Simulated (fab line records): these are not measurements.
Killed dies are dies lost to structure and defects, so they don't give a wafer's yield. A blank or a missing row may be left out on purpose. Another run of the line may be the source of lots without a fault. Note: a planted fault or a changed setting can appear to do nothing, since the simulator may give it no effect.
fab line records	flow n5Finfet
record: lots: 24	wafers: 72	lastDay: 18
route steps=1938 shown STI_FIN_REVEAL@204 DUMMY_GATE@232
lots with no fault: from the same line, run without faults
startH: hours from the record's opening day to when the first of the lot's shown wafers began	waitH: hours elapsed since this lot's preceding step	" as in the row above	L1.1+2: a row that stands for several wafers	- no value, or no start was given	* or withheld: withheld	< > ~ a bound
route shown NAME@n: NAME is a module with steps in the file, n the number in the route of the first one	usual: mean and standard deviation over wafers with no fault	same: alike in all rows	chamber/n: place in a boat	sites: each site's reading	_std_site: how widely they spread, as a standard deviation	_edge_site: inner sites' mean taken away from outer sites' mean	radiusMm: for every site, how far away it sits from the centre of the wafer	mask NAME#n: copy n	behind: the tool/chamber that last shaped the wafer	hold: cause of the lot's hold/its duration in hours/its outcome	device: the n, p or np transistor that did not switch	end of line: tests of these same wafers at the route's end	step lacking rows: just its recipe	killed: not the wafer's yield, but the dies lost to structure and defects at the first sort	map: a wafer's dies, marking killed ones x, the rest . and places with no die _
set.NAME: the run value of the setting; set.NAME@STEP: its run value at that earlier step	model.NAME: the simulator's own value behind a step, which no gauge read
route steps across a sampled set of lots; one table per step, one row per wafer
services: a tool's chamber out of use, with start hour (startH, from the record's first day; less than 0 if before it), hours out, and reason
== steps ==
step: N5_STI_FIN_REVEAL_OXIDATION_33
recipe: chemistry: O2_PLASMA_REMOTE	tempC: 150	timeS: 20	pressureMtorr: 1000	sourcePowerW: 2000	o2FlowSccm: 3000
usual: drypumpMotorCurrentA: 5.4/0.45	heaterPowerW: 144/10
lot.wafer	tool	chamber	startH	waitH	drypumpMotorCurrentA	heaterPowerW	rfHoursCounterH
L074.1	plasmaAsher-01	1	35.34	0.0	6.0	151	29
L074.2	"	0	"	"	5.0	142	29
L074.3	"	1	"	"	6.0	154	-
L075.1	plasmaAsher-01	0	41.60	0.0	4.9	138	30
L075.5	"	1	"	"	6.0	151	-
L075.6	"	0	"	"	5.0	142	-
L076.1	plasmaAsher-02	1	48.96	0.0	5.0	146	80
L076.3	"	1	"	"	5.0	151	-
L076.4	"	0	"	"	5.8	132	-
L077.1	plasmaAsher-02	1	54.01	0.0	5.0	150	82
L077.5	"	0	"	"	5.7	129	-
L077.6	"	1	"	"	5.0	157	-
L078.3	plasmaAsher-01	0	61.67	0.0	4.9	140	-
L078.4	"	1	"	"	5.9	156	-
L078.6	"	1	"	"	6.0	153	-
L079.2	plasmaAsher-02	0	66.58	0.0	5.8	128	85
L079.3	"	1	"	"	5.0	146	-
L079.4	"	0	"	"	5.7	126	-
L080.1	plasmaAsher-01	1	73.52	0.0	6.0	156	37
L080.3	"	0	"	"	5.0	144	-
L080.5	"	0	"	"	4.9	142	-
L081.1	plasmaAsher-02	0	78.82	0.0	5.8	135	87
L081.4	"	0	"	"	5.8	127	-
L081.6	"	1	"	"	5.0	150	-
L082.1	plasmaAsher-01	0	83.71	0.0	4.9	141	40
L082.4	"	0	"	"	5.0	141	-
L082.5	"	0	"	"	5.0	140	-
L083.2	plasmaAsher-02	0	92.23	0.0	5.8	131	89
L083.5	"	1	"	"	5.0	149	-
L083.6	"	0	"	"	5.7	127	-
L084.1	plasmaAsher-02	0	96.93	0.0	5.7	130	90
L084.4	"	0	"	"	5.7	131	-
L084.5	"	1	"	"	5.0	150	-
L085.1	plasmaAsher-02	0	106.36	0.0	5.8	128	92
L085.4	"	1	"	"	5.0	150	-
L085.6	"	0	"	"	5.7	129	-
L086.1	plasmaAsher-01	0	110.59	0.0	4.9	141	45
L086.4	"	1	"	"	6.0	152	-
L086.5	"	0	"	"	4.9	142	-
L087.3	plasmaAsher-01	0	115.67	0.0	5.0	143	-
L087.4	"	1	"	"	6.0	154	-
L087.6	"	0	"	"	4.9	138	-
L088.1	plasmaAsher-02	0	122.35	0.0	5.7	128	95
L088.2	"	1	"	"	5.0	145	95
L088.6	"	0	"	"	5.7	131	-
L089.1	plasmaAsher-02	1	127.06	0.0	5.0	148	96
L089.2	"	0	"	"	5.7	131	96
L089.4	"	1	"	"	5.0	150	-
L090.1	plasmaAsher-01	0	132.84	0.0	4.9	140	50
L090.2	"	1	"	"	6.0	157	50
L090.3	"	0	"	"	4.9	142	-
L091.1	plasmaAsher-02	0	139.92	0.0	5.7	129	97
L091.4	"	0	"	"	5.7	127	-
L091.6	"	0	"	"	5.7	129	-
L092.1	plasmaAsher-02	0	143.49	0.0	5.7	125	98
L092.2	"	1	"	"	5.0	147	98
L092.3	"	1	"	"	5.0	148	-
L093.3	plasmaAsher-01	0	150.02	0.0	5.0	140	-
L093.4	"	1	"	"	6.0	152	-
L093.6	"	1	"	"	6.0	155	-
L094.1	plasmaAsher-01	1	156.03	0.0	6.0	149	55
L094.4	"	1	"	"	6.0	157	-
L094.6	"	1	"	"	6.0	155	-
L095.2	plasmaAsher-01	1	163.55	0.2	6.0	153	57
L095.3	"	0	"	"	4.9	139	-
L095.6	"	0	"	"	4.9	139	-
L096.1	plasmaAsher-02	1	168.62	0.0	5.0	148	102
L096.2	"	0	"	"	5.8	130	102
L096.5	"	1	"	"	5.0	147	-
L097.1	plasmaAsher-01	1	175.08	0.0	6.0	158	58
L097.4	"	0	"	"	4.9	139	-
L097.6	"	1	"	"	6.0	153	-
step: N5_DUMMY_GATE_OVL_MEAS_16
recipe: pointsPerWafer: 522
usual: GATE_OVL: 0.0/0.61
lot.wafer	tool	chamber	startH	waitH	GATE_OVL[nm]
L074.1	overlay-01	0	44.28	0.0	0.0
L074.2	"	0	"	"	0.3
L074.3	"	0	"	"	-0.2
L075.1	overlay-02	0	50.52	0.0	-0.5
L075.5	"	0	"	"	-0.1
L075.6	"	0	"	"	0.7
L076.1	overlay-02	0	58.15	0.0	0.6
L076.3	"	0	"	"	0.0
L076.4	"	0	"	"	0.2
L077.1	overlay-02	0	62.95	0.0	1.0
L077.5	"	0	"	"	0.2
L077.6	"	0	"	"	-0.4
L078.3	overlay-01	0	71.00	0.0	-0.1
L078.4	"	0	"	"	0.1
L078.6	"	0	"	"	0.7
L079.2	overlay-02	0	75.42	0.0	0.1
L079.3	"	0	"	"	-0.9
L079.4	"	0	"	"	-0.4
L080.1	overlay-02	0	82.43	0.0	0.4
L080.3	"	0	"	"	-0.1
L080.5	"	0	"	"	0.4
L081.1	overlay-02	0	87.77	0.0	1.2
L081.4	"	0	"	"	0.5
L081.6	"	0	"	"	-0.3
L082.1	overlay-01	0	93.03	0.0	-0.7
L082.4	"	0	"	"	0.4
L082.5	"	0	"	"	0.3
L083.2	overlay-02	0	101.61	0.0	-0.7
L083.5	"	0	"	"	-0.1
L083.6	"	0	"	"	0.8
L084.1	overlay-02	0	106.40	0.0	-0.2
L084.4	"	0	"	"	0.5
L084.5	"	0	"	"	-1.1
L085.1	overlay-01	0	115.74	0.0	-0.2
L085.4	"	0	"	"	-0.3
L085.6	"	0	"	"	-0.4
L086.1	overlay-02	0	119.37	0.0	-0.2
L086.4	"	0	"	"	0.4
L086.5	"	0	"	"	-0.3
L087.3	overlay-01	0	124.47	0.0	0.6
L087.4	"	0	"	"	0.1
L087.6	"	0	"	"	0.6
L088.1	overlay-01	0	131.23	0.0	-0.8
L088.2	"	0	"	"	0.4
L088.6	"	0	"	"	0.2
L089.1	overlay-02	0	137.68	0.0	0.3
L089.2	"	0	"	"	-0.5
L089.4	"	0	"	"	-1.4
L090.1	overlay-01	0	145.64	0.0	0.6
L090.2	"	0	"	"	-0.2
L090.3	"	0	"	"	-0.3
L091.1	overlay-01	0	152.62	0.0	-1.4
L091.4	"	0	"	"	-0.6
L091.6	"	0	"	"	-1.3
L092.1	overlay-01	0	153.46	0.0	-0.6
L092.2	"	0	"	"	0.3
L092.3	"	0	"	"	0.3
L093.3	overlay-02	0	164.21	0.0	-0.1
L093.4	"	0	"	"	0.9
L093.6	"	0	"	"	-0.4
L094.1	overlay-01	0	167.00	0.0	-0.2
L094.4	"	0	"	"	0.5
L094.6	"	0	"	"	0.3
L095.2	overlay-02	0	172.53	0.0	0.4
L095.3	"	0	"	"	0.7
L095.6	"	0	"	"	-1.0
L096.1	overlay-01	0	177.43	0.0	0.2
L096.2	"	0	"	"	-0.2
L096.5	"	0	"	"	-0.4
L097.1	overlay-01	0	185.89	0.0	0.5
L097.4	"	0	"	"	1.1
L097.6	"	0	"	"	0.8
step: N5_DUMMY_GATE_INSPECT_17
recipe: mode: adi	inspectInstrument: brightfield
usual: rawDefectCount: 184/55
lot.wafer	tool	chamber	startH	waitH	rawDefectCount
L074.1	defectInspect-01	-	44.34	0.1	114
L074.2	"	-	"	"	116
L074.3	"	-	"	"	188
L075.1	defectInspect-02	-	50.58	0.1	123
L075.5	"	-	"	"	189
L075.6	"	-	"	"	85
L076.1	defectInspect-02	-	58.20	0.1	211
L076.3	"	-	"	"	178
L076.4	"	-	"	"	118
L077.1	defectInspect-02	-	63.01	0.1	178
L077.5	"	-	"	"	309
L077.6	"	-	"	"	118
L078.3	defectInspect-01	-	71.04	0.0	140
L078.4	"	-	"	"	95
L078.6	"	-	"	"	134
L079.2	defectInspect-02	-	75.47	0.0	257
L079.3	"	-	"	"	229
L079.4	"	-	"	"	218
L080.1	defectInspect-01	-	82.49	0.1	175
L080.3	"	-	"	"	104
L080.5	"	-	"	"	156
L081.1	defectInspect-01	-	87.83	0.1	204
L081.4	"	-	"	"	194
L081.6	"	-	"	"	166
L082.1	defectInspect-01	-	93.08	0.1	218
L082.4	"	-	"	"	121
L082.5	"	-	"	"	180
L083.2	defectInspect-01	-	101.66	0.0	121
L083.5	"	-	"	"	118
L083.6	"	-	"	"	129
L084.1	defectInspect-02	-	106.45	0.1	201
L084.4	"	-	"	"	266
L084.5	"	-	"	"	294
L085.1	defectInspect-01	-	115.79	0.1	194
L085.4	"	-	"	"	178
L085.6	"	-	"	"	137
L086.1	defectInspect-02	-	119.43	0.1	186
L086.4	"	-	"	"	216
L086.5	"	-	"	"	126
L087.3	defectInspect-02	-	124.52	0.0	135
L087.4	"	-	"	"	289
L087.6	"	-	"	"	223
L088.1	defectInspect-01	-	131.29	0.1	160
L088.2	"	-	"	"	175
L088.6	"	-	"	"	158
L089.1	defectInspect-01	-	137.73	0.1	197
L089.2	"	-	"	"	136
L089.4	"	-	"	"	169
L090.1	defectInspect-01	-	145.70	0.1	147
L090.2	"	-	"	"	98
L090.3	"	-	"	"	169
L091.1	defectInspect-01	-	152.67	0.1	233
L091.4	"	-	"	"	161
L091.6	"	-	"	"	175
L092.1	defectInspect-01	-	153.52	0.1	239
L092.2	"	-	"	"	106
L092.3	"	-	"	"	176
L093.3	defectInspect-02	-	164.25	0.0	214
L093.4	"	-	"	"	193
L093.6	"	-	"	"	297
L094.1	defectInspect-02	-	167.06	0.1	150
L094.4	"	-	"	"	168
L094.6	"	-	"	"	279
L095.2	defectInspect-02	-	172.59	0.0	225
L095.3	"	-	"	"	186
L095.6	"	-	"	"	268
L096.1	defectInspect-02	-	177.49	0.1	375
L096.2	"	-	"	"	296
L096.5	"	-	"	"	189
L097.1	defectInspect-01	-	185.95	0.1	121
L097.4	"	-	"	"	202
L097.6	"	-	"	"	169
step: N5_DUMMY_GATE_ETCH_29
recipe: chemistry: N2/H2	target: underlayer	targetDepthA: 130	ionEnergyEv: 200	pressureMtorr: 30	sourceW: 840	biasW: 150	n2FlowSccm: 200	h2FlowSccm: 200
usual: drypumpMotorCurrentA: 5.7/0.34	oesProductAu: 0.77/0.071	rfVppV: 523.6/2.9	showerheadPlenumPTorr: 2.53/0.11	throttleValvePct: 17.94/0.23
lot.wafer	tool	chamber	startH	waitH	drypumpMotorCurrentA	oesProductAu	rfHoursCounterH	rfVppV	showerheadPlenumPTorr	throttleValvePct
L074.1	rieDiel-06	1	44.48	0.0	6.0	0.81	95	517.5	2.37	18.17
L074.2	"	3	"	"	5.3	0.70	225	520.0	2.40	17.72
L074.3	"	0	"	"	5.7	0.85	66	527.2	2.69	17.94
L075.1	rieDiel-05	1	50.68	0.0	5.2	0.69	242	523.6	2.50	18.13
L075.5	"	2	"	"	6.1	0.75	-	526.7	2.64	17.54
L075.6	"	3	"	"	5.6	0.70	-	522.6	2.51	18.14
L076.1	rieDiel-05	2	58.30	0.0	6.0	0.73	167	525.6	2.64	17.53
L076.3	"	3	"	"	5.6	0.70	234	522.7	2.51	18.15
L076.4	"	1	"	"	5.2	0.69	-	523.5	2.50	18.13
L077.1	rieDiel-05	2	63.11	0.0	6.0	0.74	168	525.7	2.64	17.55
L077.5	"	3	"	"	5.6	0.69	-	523.3	2.51	18.16
L077.6	"	2	"	"	6.1	0.74	-	527.8	2.64	17.55
L078.3	rieDiel-06	2	71.14	0.0	5.9	0.74	132	520.4	2.45	18.21
L078.4	"	3	"	"	5.3	0.69	232	520.8	2.39	17.75
L078.6	"	0	"	"	5.7	0.86	-	526.5	2.69	17.97
L079.2	rieDiel-06	0	75.57	0.0	5.8	0.84	76	527.7	2.69	17.96
L079.3	"	1	"	"	5.9	0.80	104	519.1	2.36	18.20
L079.4	"	2	"	"	5.9	0.75	134	520.9	2.45	18.18
L080.1	rieDiel-05	3	82.59	0.0	5.6	0.69	242	523.3	2.51	18.16
L080.3	"	2	"	"	6.1	0.74	175	525.2	2.64	17.53
L080.5	"	0	"	"	6.2	0.76	-	522.8	2.55	17.84
L081.1	rieDiel-06	0	87.93	0.0	5.8	0.84	80	526.1	2.69	17.96
L081.4	"	3	"	"	5.4	0.69	238	518.1	2.39	17.76
L081.6	"	3	"	"	5.4	0.69	-	520.6	2.39	17.76
L082.1	rieDiel-06	2	93.18	0.0	5.9	0.73	139	520.7	2.45	18.21
L082.4	"	1	"	"	5.9	0.79	109	519.3	2.36	18.21
L082.5	"	1	"	"	5.9	0.79	-	518.0	2.36	18.22
L083.2	rieDiel-02	3	101.86	0.0	5.5	0.76	135	522.3	2.55	17.95
L083.5	"	2	"	"	5.5	0.81	-	522.8	2.46	17.64
L083.6	"	1	"	"	6.3	0.83	-	526.1	2.69	18.18
L084.1	rieDiel-05	1	106.55	0.0	5.2	0.95	3	524.8	2.50	17.75
L084.4	"	1	"	"	5.2	0.95	-	523.8	2.50	17.73
L084.5	"	2	"	"	6.0	0.73	-	525.5	2.63	17.58
L085.1	rieDiel-02	0	115.89	0.0	5.4	0.71	219	526.7	2.61	17.89
L085.4	"	3	"	"	5.5	0.76	139	525.2	2.54	17.99
L085.6	"	1	"	"	6.3	0.82	-	527.8	2.69	18.19
L086.1	rieDiel-02	0	119.53	0.0	5.4	0.71	219	525.4	2.61	17.87
L086.4	"	2	"	"	5.4	0.80	91	521.2	2.46	17.65
L086.5	"	0	"	"	5.4	0.71	-	526.7	2.61	17.89
L087.3	rieDiel-02	1	124.61	0.0	6.3	0.81	83	527.9	2.69	18.20
L087.4	"	2	"	"	5.5	0.80	93	522.6	2.46	17.66
L087.6	"	0	"	"	5.4	0.71	-	527.1	2.61	17.90
L088.1	rieDiel-02	2	131.39	0.0	5.5	0.80	94	521.7	2.46	17.66
L088.2	"	1	"	"	6.4	0.81	84	527.1	2.69	18.20
L088.6	"	0	"	"	5.4	0.71	-	526.5	2.61	17.90
L089.1	rieDiel-02	1	137.83	0.0	6.3	0.81	87	526.8	2.69	18.22
L089.2	"	3	"	"	5.5	0.75	145	524.0	2.54	17.97
L089.4	"	2	"	"	5.5	0.79	97	523.2	2.46	17.66
L090.1	rieDiel-06	0	146.21	0.0	5.7	0.82	95	526.8	2.68	18.00
L090.2	"	3	"	"	5.3	0.67	252	519.9	2.39	17.78
L090.3	"	2	"	"	5.9	0.74	152	520.7	2.44	18.23
L091.1	rieDiel-05	3	153.11	0.0	5.6	0.98	6	522.3	2.50	17.79
L091.4	"	0	"	"	6.1	0.74	154	524.4	2.54	17.90
L091.6	"	2	"	"	6.0	0.72	-	526.0	2.63	17.59
L092.1	rieDiel-02	3	154.02	0.0	5.5	0.76	150	524.1	2.54	18.00
L092.2	"	1	"	"	6.3	0.82	92	526.3	2.69	18.21
L092.3	"	0	"	"	5.4	0.72	230	527.1	2.61	17.90
L093.3	rieDiel-05	3	164.35	0.0	5.6	0.96	10	522.1	2.50	17.79
L093.4	"	1	"	"	5.2	0.90	20	521.7	2.49	17.76
L093.6	"	3	"	"	5.6	0.96	-	522.6	2.50	17.80
L094.1	rieDiel-05	3	167.16	0.0	5.6	0.96	10	521.7	2.50	17.80
L094.4	"	2	"	"	6.0	0.72	201	525.1	2.63	17.61
L094.6	"	1	"	"	5.2	0.91	-	522.8	2.49	17.78
L095.2	rieDiel-06	0	172.69	0.0	5.8	0.81	101	527.8	2.68	18.02
L095.3	"	1	"	"	5.9	0.77	133	519.4	2.35	18.23
L095.6	"	1	"	"	5.9	0.76	-	518.1	2.35	18.24
L096.1	rieDiel-06	0	177.59	0.0	5.7	0.80	103	526.5	2.68	18.01
L096.2	"	2	"	"	5.9	0.72	164	520.9	2.44	18.25
L096.5	"	0	"	"	5.7	0.80	-	528.4	2.68	18.01
L097.1	rieDiel-05	0	186.28	0.0	6.1	0.73	164	523.8	2.53	17.90
L097.4	"	1	"	"	5.2	0.88	25	523.0	2.49	17.78
L097.6	"	0	"	"	6.2	0.73	-	523.0	2.53	17.91
step: N5_DUMMY_GATE_TRIM_49
recipe: chemistry: O2	resist: SOC	timeS: 29	targetCdNm: 14	sourcePowerW: 300	biasPowerW: 0	O2_flow_sccm: 100	tempC: 20
usual: drypumpMotorCurrentA: 5.8/0.51	heBacksideLeakSccm: 2.9/0.41	oesProductAu: 0.993/0.013	throttleValvePct: 8.08/0.13
lot.wafer	tool	chamber	startH	waitH	drypumpMotorCurrentA	heBacksideLeakSccm	oesProductAu	rfHoursCounterH	throttleValvePct
L074.1	rieSi-02	0	44.64	0.0	4.9	2.6	0.971	161	8.25
L074.2	"	2	"	"	6.0	2.5	0.991	2	8.12
L074.3	"	1	"	"	6.2	3.5	0.971	152	8.06
L075.1	rieSi-02	0	50.84	0.0	4.9	2.6	0.975	161	8.24
L075.5	"	1	"	"	6.2	3.8	0.980	-	8.06
L075.6	"	2	"	"	6.0	2.4	1.000	-	8.12
L076.1	rieSi-05	1	58.46	0.0	5.7	2.7	0.987	86	7.91
L076.3	"	2	"	"	4.8	2.9	0.990	152	8.03
L076.4	"	0	"	"	6.0	2.7	1.014	192	8.16
L077.1	rieSi-05	2	63.27	0.0	4.8	2.9	1.000	152	8.03
L077.5	"	1	"	"	5.8	3.0	0.998	-	7.89
L077.6	"	2	"	"	4.9	2.7	0.989	-	8.02
L078.3	rieSi-02	3	71.30	0.0	6.3	3.0	1.009	119	8.10
L078.4	"	1	"	"	6.2	3.5	0.974	153	8.05
L078.6	"	0	"	"	4.9	2.7	0.958	-	8.24
L079.2	rieSi-04	1	75.73	0.0	6.1	2.2	1.007	4	7.81
L079.3	"	2	"	"	6.1	3.0	1.021	77	8.18
L079.4	"	3	"	"	5.5	2.7	1.009	80	8.21
L080.1	rieSi-05	1	82.75	0.0	5.8	2.9	0.983	87	7.90
L080.3	"	3	"	"	6.1	4.4	0.990	108	7.99
L080.5	"	2	"	"	4.9	2.7	0.987	-	7.99
L081.1	rieSi-02	2	88.09	0.0	6.0	2.4	0.998	3	8.13
L081.4	"	0	"	"	4.9	2.8	0.980	162	8.24
L081.6	"	3	"	"	6.3	3.0	1.003	-	8.11
L082.1	rieSi-05	1	93.34	0.0	5.7	3.3	0.994	87	7.91
L082.4	"	0	"	"	6.0	2.7	0.991	193	8.16
L082.5	"	2	"	"	4.9	2.7	0.988	-	8.01
L083.2	rieSi-04	3	102.02	0.0	5.5	2.7	1.008	80	8.21
L083.5	"	1	"	"	6.1	2.3	1.005	-	7.81
L083.6	"	2	"	"	6.0	2.9	1.020	-	8.18
L084.1	rieSi-05	0	106.71	0.0	6.0	2.6	1.007	193	8.16
L084.4	"	2	"	"	4.9	2.8	0.979	153	8.03
L084.5	"	2	"	"	4.8	2.9	0.989	-	8.01
L085.1	rieSi-02	1	116.05	0.0	6.2	3.5	0.985	154	8.05
L085.4	"	0	"	"	4.9	2.6	0.969	162	8.25
L085.6	"	0	"	"	4.9	2.7	0.972	-	8.24
L086.1	rieSi-02	3	119.69	0.0	6.3	3.1	0.999	120	8.10
L086.4	"	0	"	"	4.9	2.7	0.967	162	8.24
L086.5	"	2	"	"	6.0	2.4	1.000	-	8.13
L087.3	rieSi-05	2	124.77	0.0	4.8	2.8	0.998	153	8.03
L087.4	"	1	"	"	5.8	2.9	0.995	88	7.90
L087.6	"	2	"	"	4.9	2.7	0.996	-	8.03
L088.1	rieSi-02	3	131.55	0.0	6.3	3.1	1.002	120	8.08
L088.2	"	2	"	"	6.0	2.4	0.999	4	8.12
L088.6	"	2	"	"	6.0	2.4	1.004	-	8.13
L089.1	rieSi-02	2	137.99	0.0	6.1	2.5	1.004	4	8.11
L089.2	"	0	"	"	4.9	2.8	0.988	163	8.25
L089.4	"	1	"	"	6.2	3.4	0.981	154	8.07
L090.1	rieSi-05	3	146.37	0.0	6.1	3.1	0.991	109	7.98
L090.2	"	2	"	"	4.9	2.8	0.988	153	8.02
L090.3	"	1	"	"	5.7	3.0	0.997	88	7.91
L091.1	rieSi-02	0	153.27	0.0	4.9	2.7	0.967	163	8.23
L091.4	"	2	"	"	6.0	2.4	0.999	4	8.14
L091.6	"	2	"	"	6.0	2.6	0.993	-	8.12
L092.1	rieSi-04	3	154.18	0.0	5.5	2.7	1.001	81	8.21
L092.2	"	1	"	"	6.1	2.2	1.008	5	7.81
L092.3	"	2	"	"	6.0	3.0	1.017	79	8.15
L093.3	rieSi-05	1	164.51	0.0	5.7	3.0	0.981	88	7.91
L093.4	"	1	"	"	5.7	3.0	0.995	-	7.89
L093.6	"	3	"	"	6.1	2.9	0.989	-	8.02
L094.1	rieSi-05	2	167.32	0.0	4.8	2.9	1.006	154	8.03
L094.4	"	2	"	"	4.9	2.9	0.996	-	7.99
L094.6	"	1	"	"	5.8	3.0	1.002	-	7.90
L095.2	rieSi-05	0	172.85	0.0	6.0	2.6	1.015	0	7.92
L095.3	"	1	"	"	5.7	3.0	0.993	89	7.91
L095.6	"	0	"	"	6.0	2.5	1.013	-	7.94
L096.1	rieSi-04	2	177.75	0.0	6.1	2.9	1.005	79	8.17
L096.2	"	1	"	"	6.1	2.4	0.999	6	7.80
L096.5	"	3	"	"	5.5	2.6	1.005	-	8.22
L097.1	rieSi-02	2	186.45	0.0	6.0	2.4	1.001	5	8.13
L097.4	"	3	"	"	6.3	3.1	1.001	121	8.09
L097.6	"	3	"	"	6.3	3.1	0.997	-	8.10
step: N5_DUMMY_GATE_STRIP_48
recipe: chemistry: N2/H2	timeS: 20	powerW: 100	tempC: 40	pressureMtorr: 100	rfFrequencyHz: 6e+07	biasPowerW: 3	n2FlowSccm: 300	h2FlowSccm: 300
usual: drypumpMotorCurrentA: 5.8/0.33	oesProductAu: 0.77/0.057	rfVppV: 45.2/0.92	showerheadPlenumPTorr: 3.36/0.15	throttleValvePct: 12.30/0.18
lot.wafer	tool	chamber	startH	waitH	drypumpMotorCurrentA	oesProductAu	rfHoursCounterH	rfVppV	showerheadPlenumPTorr	throttleValvePct
L074.1	rieDiel-06	0	45.60	0.0	5.7	0.84	66	45.5	3.57	12.19
L074.2	"	1	"	"	6.0	0.80	95	44.4	3.15	12.40
L074.3	"	2	"	"	5.9	0.76	125	43.3	3.26	12.49
L075.1	rieDiel-02	1	51.76	0.0	6.4	0.84	61	44.8	3.57	12.36
L075.5	"	2	"	"	5.5	0.83	-	45.7	3.29	11.94
L075.6	"	3	"	"	5.5	0.78	-	43.8	3.39	12.24
L076.1	rieDiel-02	0	59.37	0.0	5.4	0.74	199	44.6	3.47	12.25
L076.3	"	3	"	"	5.5	0.79	122	46.2	3.39	12.26
L076.4	"	2	"	"	5.5	0.82	74	45.6	3.28	11.95
L077.1	rieDiel-02	3	64.24	0.0	5.5	0.78	123	45.5	3.39	12.25
L077.5	"	0	"	"	5.4	0.72	-	46.3	3.47	12.26
L077.6	"	3	"	"	5.5	0.78	-	45.7	3.39	12.25
L078.3	rieDiel-02	1	72.37	0.0	6.4	0.84	66	46.2	3.57	12.36
L078.4	"	2	"	"	5.5	0.82	78	44.4	3.28	11.95
L078.6	"	2	"	"	5.5	0.81	-	45.6	3.28	11.95
L079.2	rieDiel-06	2	76.47	0.0	5.9	0.75	134	44.9	3.26	12.50
L079.3	"	3	"	"	5.3	0.70	235	46.0	3.19	12.25
L079.4	"	1	"	"	5.9	0.79	104	44.4	3.15	12.43
L080.1	rieDiel-06	1	83.76	0.0	5.9	0.79	107	45.3	3.15	12.43
L080.3	"	2	"	"	5.9	0.75	136	46.3	3.26	12.51
L080.5	"	1	"	"	5.9	0.79	-	45.5	3.14	12.45
L081.1	rieDiel-06	2	88.88	0.0	5.9	0.74	138	44.3	3.25	12.50
L081.4	"	1	"	"	5.9	0.78	108	46.7	3.14	12.46
L081.6	"	2	"	"	5.9	0.74	-	46.6	3.25	12.50
L082.1	rieDiel-05	2	94.08	0.0	6.0	0.73	180	43.6	3.50	12.01
L082.4	"	0	"	"	6.2	0.75	138	44.2	3.38	12.20
L082.5	"	0	"	"	6.2	0.76	-	44.1	3.38	12.22
L083.2	rieDiel-02	1	102.89	0.0	6.3	0.82	76	46.5	3.57	12.39
L083.5	"	1	"	"	6.4	0.82	-	46.2	3.57	12.38
L083.6	"	2	"	"	5.5	0.81	-	45.7	3.28	11.98
L084.1	rieDiel-05	1	107.63	0.0	5.2	0.97	4	46.1	3.32	11.95
L084.4	"	0	"	"	6.2	0.75	-	45.7	3.38	12.21
L084.5	"	2	"	"	6.1	0.73	-	45.1	3.49	12.00
L085.1	rieDiel-02	0	116.79	0.0	5.4	0.70	219	45.7	3.46	12.30
L085.4	"	1	"	"	6.3	0.81	81	46.4	3.56	12.40
L085.6	"	1	"	"	6.3	0.81	-	45.4	3.56	12.39
L086.1	rieDiel-06	2	120.43	0.0	5.9	0.75	145	45.0	3.25	12.54
L086.4	"	3	"	"	5.3	0.69	246	44.4	3.18	12.26
L086.5	"	1	"	"	5.9	0.78	-	46.5	3.14	12.47
L087.3	rieDiel-02	1	125.51	0.0	6.4	0.81	83	46.6	3.56	12.41
L087.4	"	2	"	"	5.5	0.81	93	44.1	3.27	11.97
L087.6	"	1	"	"	6.4	0.81	-	46.0	3.56	12.40
L088.1	rieDiel-06	3	132.57	0.0	5.3	0.69	249	45.7	3.18	12.27
L088.2	"	1	"	"	5.9	0.78	120	44.6	3.14	12.48
L088.6	"	3	"	"	5.3	0.68	-	46.3	3.18	12.27
L089.1	rieDiel-02	0	138.73	0.0	5.4	0.71	225	46.9	3.46	12.32
L089.2	"	2	"	"	5.5	0.79	97	45.3	3.27	12.00
L089.4	"	3	"	"	5.5	0.76	145	44.5	3.38	12.30
L090.1	rieDiel-06	1	147.12	0.0	5.9	0.78	124	43.8	3.14	12.47
L090.2	"	0	"	"	5.8	0.83	95	46.2	3.55	12.24
L090.3	"	2	"	"	6.0	0.74	153	43.9	3.25	12.56
L091.1	rieDiel-05	0	154.42	0.0	6.2	0.73	155	45.0	3.37	12.25
L091.4	"	3	"	"	5.6	0.97	6	45.0	3.32	11.96
L091.6	"	0	"	"	6.2	0.74	-	45.5	3.37	12.25
L092.1	rieDiel-06	2	154.96	0.0	5.9	0.73	155	45.1	3.25	12.56
L092.2	"	1	"	"	5.9	0.77	126	45.2	3.13	12.50
L092.3	"	1	"	"	5.9	0.76	-	45.0	3.14	12.49
L093.3	rieDiel-02	2	165.26	0.0	5.5	0.80	105	45.8	3.27	12.03
L093.4	"	0	"	"	5.4	0.70	233	45.5	3.46	12.33
L093.6	"	3	"	"	5.5	0.76	-	44.3	3.37	12.34
L094.1	rieDiel-06	2	168.09	0.0	5.8	0.73	160	44.7	3.24	12.59
L094.4	"	2	"	"	5.9	0.73	-	44.1	3.24	12.57
L094.6	"	1	"	"	5.9	0.76	-	44.8	3.13	12.50
L095.2	rieDiel-02	0	173.73	0.0	5.4	0.70	236	45.4	3.46	12.36
L095.3	"	1	"	"	6.4	0.79	98	45.0	3.55	12.44
L095.6	"	0	"	"	5.4	0.70	-	45.9	3.45	12.34
L096.1	rieDiel-06	0	178.59	0.0	5.8	0.81	104	46.4	3.55	12.28
L096.2	"	1	"	"	5.9	0.77	136	45.2	3.13	12.52
L096.5	"	0	"	"	5.7	0.81	-	47.2	3.55	12.26
L097.1	rieDiel-02	0	187.33	0.0	5.4	0.69	240	44.1	3.45	12.37
L097.4	"	0	"	"	5.4	0.69	-	44.7	3.45	12.34
L097.6	"	3	"	"	5.5	0.75	-	44.6	3.37	12.35
== services ==
tool	chamber	startH	hours	kind
rieDiel-02	2	12.84	2.6	repair
plasmaAsher-01	-	26.59	6.9	repair
rieDiel-02	1	36.31	3.8	repair
rieSi-04	-	55.76	1.7	repair
rieDiel-02	-	56.32	2.8	pm
rieDiel-05	0	56.42	14.8	repair
rieDiel-05	1	74.20	-	clean
rieDiel-05	1	74.20	-	consumableReplace:focusRing
rieDiel-05	1	74.20	19.4	scheduledDown
rieDiel-05	1	74.20	19.4	ventCycle
rieSi-05	0	93.95	2.6	repair
rieSi-02	3	99.00	7.2	repair
rieDiel-06	3	106.80	1.2	repair
rieDiel-06	-	110.12	0.7	repair
rieDiel-06	0	151.75	8.8	repair
rieDiel-06	3	160.69	-	clean
rieDiel-06	3	160.69	-	consumableReplace:focusRing
rieDiel-06	3	160.69	-	consumableReplace:showerhead
rieDiel-06	3	160.69	18.1	scheduledDown
rieDiel-06	3	160.69	18.1	ventCycle
plasmaAsher-02	-	160.82	2.8	pm
rieSi-05	0	179.77	2.8	repair
rieDiel-06	1	185.66	1.9	repair
rieDiel-02	2	186.31	1.2	repair
== key ==
fault none
